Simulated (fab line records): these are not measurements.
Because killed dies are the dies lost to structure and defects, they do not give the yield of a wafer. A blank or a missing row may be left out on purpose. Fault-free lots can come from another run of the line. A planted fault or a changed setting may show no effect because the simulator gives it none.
Lot-split experiment	flow n5Finfet	39 wafers read from 7 lots, route of 1938 steps

## SPLIT DETAILS
At N5_DUMMY_GATE_CVD_03 (deposits a-Si from SiH4, target thk 150 nm, time 8042 s), the setting tempC was moved away from the recipe's 530 C on 24 of the 39 wafers read, by -3.6% to +3.9%. The other wafers ran this setting at the recipe's value.

The split's own step is where the reading is taken.

## THE READING
a-Si_of_DUMMY_GATE_CVD_03.thkNm (the simulator's own value, which no gauge read), in nm, at N5_DUMMY_GATE_CVD_03 (deposits a-Si from SiH4, target thk 150 nm, time 8042 s). The file does not state a usual value for it. The 15 wafers here that ran the recipe average 151.2 nm, standard deviation 0.65 nm.

wafer	tool, chamber at the split	tempC as run, C	against the recipe	a-Si_of_DUMMY_GATE_CVD_03.thkNm, nm	against lot-mates on the recipe
L074.1	-, -	519.2	-2.0%	112.6	no lot-mate on the recipe
L074.6	-, -	519.2	-2.0%	112.6	no lot-mate on the recipe
L074.2	-, -	519.2	-2.0%	112.2	no lot-mate on the recipe
L074.3	-, -	519.2	-2.0%	113	no lot-mate on the recipe
L074.4	-, -	519.2	-2.0%	112	no lot-mate on the recipe
L074.5	-, -	519.2	-2.0%	112	no lot-mate on the recipe
L075.1	-, -	510.7	-3.6%	86	no lot-mate on the recipe
L075.2	-, -	510.7	-3.6%	86	no lot-mate on the recipe
L075.3	-, -	510.7	-3.6%	86	no lot-mate on the recipe
L075.4	-, -	510.7	-3.6%	86	no lot-mate on the recipe
L075.5	-, -	510.7	-3.6%	86.6	no lot-mate on the recipe
L075.6	-, -	510.7	-3.6%	87.2	no lot-mate on the recipe
L076.1	lpcvd-01, 1/15,1/29	530	recipe	151.4	-
L076.4	lpcvd-01, 1/15,1/29	530	recipe	151.4	-
L076.6	lpcvd-01, 1/39	530	recipe	151.2	-
L078.1	-, -	530	recipe	151	-
L078.2	-, -	530	recipe	150.8	-
L078.3	-, -	530	recipe	152	-
L078.4	-, -	530	recipe	151.2	-
L078.5	-, -	530	recipe	149.6	-
L078.6	-, -	530	recipe	151.4	-
L090.1	-, -	519.5	-2.0%	111	no lot-mate on the recipe
L090.2	-, -	519.5	-2.0%	110	no lot-mate on the recipe
L090.3	-, -	519.5	-2.0%	110.6	no lot-mate on the recipe
L090.4	-, -	519.5	-2.0%	110.6	no lot-mate on the recipe
L090.5	-, -	519.5	-2.0%	110.8	no lot-mate on the recipe
L090.6	-, -	519.5	-2.0%	110.2	no lot-mate on the recipe
L094.1	-, -	530	recipe	150.4	-
L094.2	-, -	530	recipe	151.4	-
L094.3	-, -	530	recipe	151.8	-
L094.4	-, -	530	recipe	151.8	-
L094.5	-, -	530	recipe	152.2	-
L094.6	-, -	530	recipe	150.6	-
L096.1	-, -	550.6	+3.9%	265.4	no lot-mate on the recipe
L096.2	-, -	550.6	+3.9%	264	no lot-mate on the recipe
L096.3	-, -	550.6	+3.9%	264.6	no lot-mate on the recipe
L096.4	-, -	550.6	+3.9%	264.2	no lot-mate on the recipe
L096.5	-, -	550.6	+3.9%	265	no lot-mate on the recipe
L096.6	-, -	550.6	+3.9%	264.8	no lot-mate on the recipe
Where a row lists several chambers, the file gives one row for several wafers and doesn't say which wafer went through which chamber.

FIT RESULTS
A straight line over all 39 wafers: a-Si_of_DUMMY_GATE_CVD_03.thkNm changes by +23.9 nm for each +1% of tempC; r = +0.99; the points scatter about the line by 9.1 nm.
Too few moved wafers have a lot-mate on the recipe to fit a line with each lot's own level taken away.

## THE FILE'S OWN FIT
a-Si_of_DUMMY_GATE_CVD_03.thkNm changes by +23.9 nm for each +1% of tempC, r = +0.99.
